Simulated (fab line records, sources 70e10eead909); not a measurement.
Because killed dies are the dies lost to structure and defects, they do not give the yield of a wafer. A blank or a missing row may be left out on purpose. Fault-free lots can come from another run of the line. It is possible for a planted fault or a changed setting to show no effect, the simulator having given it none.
fab line records	flow nand-harc
[record] lots = 14	wafers = 42	last-day = 34
route steps=1302 shown P_STI@89 P_GATE@149
lots that met no fault: from a run of the same line without faults
start-h: hours from the record's opening day to when the first of the lot's shown wafers began	wait-h: hours since the lot's step before	" same as the row above	L1.1+2: a single row standing in for several wafers	- no value present, or no start provided	* or withheld: withheld	< > ~ a bound
route shown NAME@n: NAME is a module with steps in the file, n the number in the route of the first one	usual: mean/standard deviation taken from wafers without a fault	same: alike in all rows	chamber/n: place in a boat	sites: per-site readings	_std_site: the standard deviation of these	_edge_site: the outer-site mean with the inner-site mean subtracted	radius-mm: how far each site lies from the wafer's centre	mask NAME#n: copy n	behind: the last tool/chamber to shape the wafer	hold: why the lot was held/for how many hours/how that ended	device: names the non-switching transistor (n, p or np)	end of line: at the end of the route, the tests of the same wafers	a step given without rows: its recipe and nothing more	killed: the dies lost at the first sort to structure and to defects; this is not the yield of the wafer	map: a wafer's dies, x killed, . not, _ none there
set.NAME: the setting as run; set.NAME@STEP: as run at that earlier step	model.NAME: the simulator's own value behind a step, which no gauge read
the route's steps for a sample of lots (tables are steps, rows are wafers)
services: a tool's chamber out of use, with start hour (start-h, from the record's first day; less than 0 if before it), hours out, and reason
[[steps]]
[step NHARC_P_STI_ETCH_31]
[recipe] target-depth-a = 1089	time-s = 54.5	cf4-flow-sccm = 100	chf3-flow-sccm = 30	ar-flow-sccm = 0	rf-w = 500	bias-w = 200	chemistry = CF4/CHF3
[usual] drypump-motor-current-A = 5.9/0.43	oes-product-au = 0.955/0.018	rf-vpp-V = 370.5/2.2	showerhead-plenum-p-Torr = 1.57/0.063	throttle-valve-pct = 16.803/0.009
lot.wafer	tool	chamber	start-h	wait-h	drypump-motor-current-A	oes-product-au	rf-hours-counter-h	rf-vpp-V	showerhead-plenum-p-Torr	throttle-valve-pct
L875.3	rie-diel-08	0	-	-	5.8	0.945	1.9	372.0	1.61	16.801
L875.1	"	3	"	"	5.9	0.955	1.9	374.4	1.68	16.818
L875.6	"	0	"	"	5.8	0.950	-	372.9	1.61	16.803
L877.3	rie-diel-08	3	-	-	5.9	0.955	5.3	375.5	1.68	16.815
L877.1	"	1	"	"	5.6	0.956	4.4	369.4	1.56	16.797
L877.5	"	2	"	"	6.3	0.956	-	369.7	1.51	16.795
L879.3	rie-diel-04	2	-	-	6.1	0.930	2.6	368.8	1.56	16.795
L879.2	"	0	"	"	6.0	0.924	2.5	367.3	1.48	16.810
L879.5	"	1	"	"	6.4	0.928	-	374.0	1.66	16.817
L880.3	rie-diel-04	0	-	-	6.0	0.970	3.2	367.9	1.48	16.803
L880.6	"	0	"	"	6.0	0.967	-	367.6	1.48	16.801
L880.5	"	1	"	"	6.4	0.965	-	373.0	1.66	16.803
L884.1	rie-diel-08	2	-	-	6.3	0.949	7.0	369.1	1.51	16.808
L884.2	"	3	"	"	5.9	0.978	10.3	374.1	1.67	16.793
L884.4	"	1	"	"	5.7	0.948	9.5	369.0	1.56	16.809
L887.3	rie-diel-09	2	-	-	4.8	0.983	1.0	370.8	1.58	16.797
L887.5	"	3	"	"	5.5	0.932	-	370.6	1.55	16.805
L887.6	"	0	"	"	6.5	0.952	-	367.0	1.47	16.810
L888.1	rie-diel-09	3	-	-	5.5	0.904	1.7	370.0	1.55	16.806
L888.3	"	0	"	"	6.4	0.924	1.8	368.2	1.47	16.796
L888.6	"	0	"	"	6.4	0.919	-	367.6	1.47	16.784
L891.3	rie-diel-08	0	-	-	5.8	0.954	0.0	370.5	1.61	16.800
L891.6	"	0	"	"	5.8	0.955	-	370.2	1.61	16.804
L891.5	"	1	"	"	5.6	0.944	-	370.3	1.56	16.810
L893.4	rie-diel-08	0	-	-	5.8	0.914	2.2	371.6	1.61	16.795
L893.1	"	1	"	"	5.6	0.912	2.1	369.6	1.56	16.792
L893.3	"	2	"	"	6.3	0.929	1.5	368.0	1.51	16.786
L894.2	rie-diel-08	2	-	-	6.3	0.970	2.6	368.6	1.51	16.805
L894.1	"	0	"	"	5.8	0.956	3.1	372.4	1.61	16.793
L894.6	"	1	"	"	5.6	0.956	-	369.2	1.56	16.813
L895.3	rie-diel-09	0	-	-	6.5	0.969	5.2	366.9	1.47	16.809
L895.2	"	2	"	"	4.8	0.954	4.3	370.7	1.58	16.794
L895.4	"	3	"	"	5.5	0.952	5.0	369.7	1.55	16.809
L896.2	rie-diel-04	0	-	-	6.0	0.966	3.9	366.8	1.48	16.808
L896.1	"	3	"	"	6.5	0.951	3.2	369.5	1.56	16.810
L896.5	"	0	"	"	6.0	0.971	-	366.1	1.48	16.808
L897.4	rie-diel-08	3	-	-	5.9	0.975	5.9	373.9	1.67	16.817
L897.1	"	1	"	"	5.7	0.960	5.3	370.0	1.55	16.797
L897.6	"	3	"	"	5.9	0.968	-	374.3	1.67	16.813
L898.1	rie-diel-08	0	-	-	5.8	0.954	7.8	370.8	1.61	16.793
L898.3	"	2	"	"	6.3	0.952	7.0	369.3	1.51	16.826
L898.5	"	1	"	"	5.7	0.947	-	369.9	1.55	16.805
[step NHARC_P_GATE_ETCH_32]
[recipe] target-depth-a = 1500	over-etch-frac = 1	over-etch-ion-energy-ev = 40	time-s = 100.1	hbr-flow-sccm = 150	cl2-flow-sccm = 50	rf-w = 400	icp-w = 400	bias-w = 100	chemistry = HBr/Cl2
[usual] drypump-motor-current-A = 5.8/0.57	oes-product-au = 0.996/0.013	throttle-valve-pct = 26.403/0.0078
lot.wafer	tool	chamber	start-h	wait-h	drypump-motor-current-A	oes-product-au	rf-hours-counter-h	throttle-valve-pct
L875.1	rie-si-03	2	93.82	-	5.2	1.017	0.36	26.409
L875.3	"	0	"	"	4.7	1.001	0.32	26.396
L875.6	"	2	"	"	5.2	1.025	-	26.396
L877.3	rie-si-03	1	113.72	-	6.3	1.011	0.44	26.399
L877.1	"	2	"	"	5.2	1.027	0.46	26.413
L877.5	"	3	"	"	6.2	1.000	-	26.420
L879.3	rie-si-01	2	137.17	-	5.9	1.002	0.62	26.412
L879.2	"	0	"	"	6.0	0.999	0.70	26.408
L879.5	"	3	"	"	5.3	1.003	-	26.400
L880.3	rie-si-04	1	144.32	-	6.6	0.992	0.82	26.423
L880.6	"	1	"	"	6.7	0.995	-	26.395
L880.5	"	2	"	"	5.1	0.975	-	26.387
L884.4	rie-si-04	1	190.65	-	6.7	0.981	0.08	26.410
L884.2	"	2	"	"	5.0	0.987	0.12	26.392
L884.1	"	3	"	"	6.0	0.991	0.11	26.405
L887.3	rie-si-04	3	216.58	-	6.0	1.008	0.40	26.385
L887.6	"	2	"	"	5.1	1.004	-	26.424
L887.5	"	3	"	"	6.0	0.997	-	26.396
L888.1	rie-si-01	0	245.93	-	6.1	0.979	0.21	26.398
L888.3	"	2	"	"	5.9	0.984	0.18	26.409
L888.6	"	0	"	"	6.1	0.975	-	26.395
L891.3	rie-si-01	3	256.41	-	5.3	1.011	0.25	26.417
L891.5	"	1	"	"	5.6	0.991	-	26.387
L891.6	"	2	"	"	5.9	0.993	-	26.401
L893.4	rie-si-01	0	277.83	-	6.1	0.980	0.42	26.403
L893.3	"	1	"	"	5.6	1.002	0.43	26.407
L893.1	"	2	"	"	5.9	0.994	0.44	26.404
L894.2	rie-si-01	2	289.44	-	5.9	1.003	0.50	26.403
L894.1	"	0	"	"	6.1	0.978	0.53	26.400
L894.6	"	3	"	"	5.3	1.003	-	26.405
L895.4	rie-si-04	3	298.72	-	6.0	1.001	0.86	26.407
L895.3	"	0	"	"	6.1	1.016	0.80	26.401
L895.2	"	2	"	"	5.0	1.000	0.69	26.395
L897.1	rie-si-03	2	319.61	-	5.2	0.992	0.54	26.406
L897.4	"	0	"	"	4.7	0.997	0.57	26.402
L897.6	"	1	"	"	6.3	1.003	-	26.401
L896.1	rie-si-04	1	319.75	-	6.7	1.003	0.94	26.395
L896.2	"	3	"	"	6.0	1.007	1.01	26.418
L896.5	"	2	"	"	5.1	1.000	-	26.413
L898.3	rie-si-04	0	330.47	-	6.0	1.019	0.98	26.405
L898.1	"	2	"	"	5.0	0.988	0.92	26.404
L898.5	"	0	"	"	6.0	1.015	-	26.405
[step NHARC_P_GATE_ALD_36]
[recipe] target-thk-a = 200	pulse-time-s = 60	ald-cycles = 223	temp-c = 400	material = SiNx
[usual] heater-power-w = 827/77	precursor-pulse-height-rel = 1.003/0.02
lot.wafer	tool	chamber	start-h	wait-h	heater-power-w	precursor-pulse-height-rel
L875.3	ald-sin-03	0	95.68	-	745	1.004
L875.1	"	1	96.74	-	762	0.986
L875.6	"	3	98.88	-	827	1.018
L877.1	ald-sin-04	3	114.48	-	804	0.982
L877.3	"	2	117.66	-	710	1.002
L877.5	"	3	118.73	-	775	1.008
L879.3	ald-sin-01	1	139.01	-	758	1.035
L879.2	"	3	141.10	-	763	0.991
L879.5	"	0	142.15	-	923	1.011
L880.3	ald-sin-04	1	146.18	-	898	1.022
L880.6	"	0	149.36	-	878	0.983
L880.5	"	1	150.42	-	911	1.002
L884.2	ald-sin-03	1	191.44	-	807	1.051
L884.4	"	2	192.51	-	845	0.989
L884.1	"	0	194.66	-	745	0.986
L887.3	ald-sin-03	1	218.44	-	807	1.002
L887.6	"	0	221.65	-	734	0.993
L887.5	"	1	222.71	-	821	0.984
L888.3	ald-sin-01	3	248.82	-	759	0.982
L888.1	"	0	249.87	-	913	1.053
L888.6	"	2	251.97	-	943	1.048
L891.3	ald-sin-03	0	257.18	-	750	0.980
L891.5	"	0	261.39	-	762	1.006
L891.6	"	1	262.44	-	817	0.981
L893.1	ald-sin-03	3	278.63	-	944	1.007
L893.4	"	0	279.70	-	750	1.057
L893.3	"	2	281.83	-	813	1.003
L894.1	ald-sin-01	3	291.28	-	764	1.026
L894.2	"	1	293.38	-	772	1.008
L894.6	"	3	295.48	-	733	1.014
L895.3	ald-sin-03	2	299.52	-	815	1.001
L895.4	"	3	300.61	-	945	1.026
L895.2	"	0	301.69	-	743	1.038
L897.4	ald-sin-04	3	320.44	-	808	1.022
L897.1	"	1	322.53	-	891	1.012
L897.6	"	3	324.63	-	816	1.016
L896.1	ald-sin-01	0	320.56	-	940	0.974
L896.2	"	3	323.70	-	757	0.987
L896.5	"	0	324.75	-	916	1.003
L898.3	ald-sin-03	3	331.27	-	930	1.025
L898.1	"	0	332.34	-	751	0.991
L898.5	"	0	336.61	-	753	0.979
[step NHARC_P_GATE_DEVELOP_45]
[recipe] time-s = 70
[usual] chill-plate-temp-C = 23.00/0.1	exhaust-pa = 45.0/0.97
lot.wafer	tool	chamber	start-h	wait-h	chill-plate-temp-C	exhaust-pa
L875.1	litho-track-05	0	105	-	23.00	43.7
L875.3	"	0	"	"	23.06	45.8
L875.6	"	0	"	"	23.09	45.4
L877.1	litho-track-03	0	124	-	22.79	45.4
L877.3	"	0	"	"	23.06	45.5
L877.5	"	0	"	"	22.89	45.4
L879.2	litho-track-05	0	148	-	23.03	45.5
L879.3	"	0	"	"	23.24	44.1
L879.5	"	0	"	"	23.06	43.6
L880.3	litho-track-05	0	155	-	23.12	44.1
L880.5	"	0	"	"	22.99	45.2
L880.6	"	0	"	"	23.11	44.5
L884.1	litho-track-03	0	201	-	23.07	45.2
L884.2	"	0	"	"	23.13	44.5
L884.4	"	0	"	"	22.92	43.6
L887.3	litho-track-03	-	227	-	-	-
L887.5	"	-	"	"	-	-
L887.6	"	-	"	"	-	-
L888.1	litho-track-02	-	257	-	-	-
L888.3	"	-	"	"	-	-
L888.6	"	-	"	"	-	-
L891.3	litho-track-02	0	267	-	22.91	44.9
L891.5	"	0	"	"	22.92	45.0
L891.6	"	0	"	"	22.93	44.1
L893.1	litho-track-05	0	289	-	22.88	44.6
L893.3	"	0	"	"	22.86	42.9
L893.4	"	0	"	"	23.06	45.6
L894.1	litho-track-02	0	300	-	22.75	43.6
L894.2	"	0	"	"	22.82	44.3
L894.6	"	0	"	"	22.86	44.1
L895.2	litho-track-05	0	310	-	22.98	43.9
L895.3	"	0	"	"	23.06	44.6
L895.4	"	0	"	"	22.98	44.3
L897.1	litho-track-02	0	330	-	23.12	46.4
L897.4	"	0	"	"	23.02	44.9
L897.6	"	0	"	"	23.01	45.3
L896.1	litho-track-02	0	330	-	23.02	42.5
L896.2	"	0	331	-	22.98	43.8
L896.5	"	0	"	"	22.85	44.9
L898.1	litho-track-02	0	341	-	23.06	44.3
L898.3	"	0	"	"	23.07	44.9
L898.5	"	0	"	"	23.15	45.2
[[services]]
tool	chamber	start-h	hours	kind
rie-diel-08	2	31.56	25.2	repair
ald-sin-01	-	39.31	10.0	pm
litho-track-02	-	52.01	7.0	pm
rie-si-01	1	63.43	8.7	repair
rie-si-01	-	72.68	0.8	repair
ald-sin-01	-	77.22	0.7	repair
rie-diel-08	1	89.39	4.4	repair
litho-track-05	-	124.00	7.0	pm
rie-si-01	0	129.93	1.6	repair
rie-diel-08	-	152.29	1.1	repair
rie-si-04	1	153.06	19.3	repair
rie-diel-08	3	153.80	1.9	repair
rie-si-04	-	165.00	9.0	pm
ald-sin-03	-	177.46	10.0	pm
rie-si-01	1	190.68	8.7	repair
rie-si-04	2	190.77	21.1	repair
rie-diel-08	-	190.83	9.0	pm
rie-si-01	-	193.00	9.0	pm
rie-si-01	1	224.75	6.6	repair
litho-track-02	-	227.01	7.0	pm
rie-si-01	0	258.90	5.8	repair
ald-sin-03	1	290.95	3.6	repair
litho-track-05	-	299.00	7.0	pm
rie-si-01	0	313.25	8.3	repair
[[key]]
[first-sign] step = NHARC_P_GATE_DEVELOP_45	reading = tool-record	direction = missing
effect none on later readings
met-at NHARC_P_GATE_DEVELOP_45
struck-lots L887,L888
later-rows-left-out L887.3,L887.5,L887.6,L888.1,L888.3,L888.6
sort-left-out L887.3,L887.5,L887.6,L888.1,L888.3,L888.6
tester-left-out L887,L888
not-acting-at NHARC_P_STI_ETCH_31,NHARC_P_GATE_ETCH_32,NHARC_P_GATE_ALD_36
[fault] kind = skipped-step-whole	tool = litho-track-02,litho-track-03	chamber = -	onset-h = 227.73	steps = NHARC_P_GATE_DEVELOP_45	scope = struck-lots-only
// tester-left-out: of these lots the tester's yield and bins aren't shown, on N5 and GAA mostly nor the transistor test; their killed dies are dies lost to structure and defects alone, not to doping, threshold or leakage, so they don't give the yield
// sort-left-out: the simulated sort isn't trusted on such a fault, so these wafers' sort isn't shown, and their yield isn't known
// later-rows-left-out: the simulator's readings of these wafers behind a module that went badly wrong aren't trusted and aren't shown, but for the sort
